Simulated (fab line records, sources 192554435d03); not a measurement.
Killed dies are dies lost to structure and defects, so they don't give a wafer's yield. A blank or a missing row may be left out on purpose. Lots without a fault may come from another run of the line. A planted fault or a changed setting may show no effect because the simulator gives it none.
Chamber matching | flow n5_finfet | N5_BEOL_M5_CO_CAP_78 on cvd_co-01: 3 sister chambers
The step material Co, precursor CCTBA/H2, target thk 2 nm, time 102.1 s. 18 wafers are shown with their chamber, then 9 later ones without.

WAFERS WITH THEIR CHAMBER
wafer  | chamber | heater_power_w (W)
L401.2 | 0       | 220
L401.3 | 2       | 227
L401.6 | 2       | 222
L404.2 | 1       | 243
L404.5 | 1       | 231
L404.6 | 0       | 227
L405.1 | 1       | 240
L405.3 | 2       | 217
L405.5 | 0       | 234
L407.1 | 2       | 221
L407.3 | 0       | 227
L407.4 | 2       | 228
L409.2 | 2       | 219
L409.4 | 0       | 224
L409.6 | 2       | 221
L408.1 | 2       | 223
L408.3 | 0       | 231
L408.5 | 2       | 221

SIGNATURES (means of the wafers above)
reading        | chamber 0 | chamber 1 | chamber 2 | scatter within a chamber
heater_power_w | 227.17    | 238.00    | 222.11    | 4.47
Rule: a wafer's distance from a chamber is the root of the sum, over the readings, of the square of ((its reading less the chamber's mean) divided by the reading's scatter). The wafer belongs to the nearest chamber; if the next one is less than 2 further off, it can't be placed. The scatter: the root of (the sum of the squares of (reading less its chamber's mean) over the shown wafers, divided by (wafers less chambers)).

WAFERS WITHOUT THEIR CHAMBER
wafer  | heater_power_w (W)
L410.1 | 238
L410.5 | 222
L410.6 | 227
L423.2 | 224
L423.3 | 240
L423.4 | 236
L421.1 | 227
L421.4 | 228
L421.6 | 229

WHICH CHAMBER EACH WENT THROUGH
wafer  | from the rows above          | in truth
L410.1 | 1                            | 1
L410.5 | can't be placed: 2 or 0      | 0
L410.6 | can't be placed: 0 or 2      | 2
L423.2 | can't be placed: 2 or 0      | 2
L423.3 | 1                            | 1
L423.4 | can't be placed: 1 or 0      | 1
L421.1 | can't be placed: 0 or 2      | 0
L421.4 | can't be placed: 0 or 2      | 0
L421.6 | can't be placed: 0 or 2 or 1 | 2
Placed correctly: 2 of 9. Can't be placed from these rows: 7 (the true chamber is among the candidates in 7). Placed wrongly: 0.
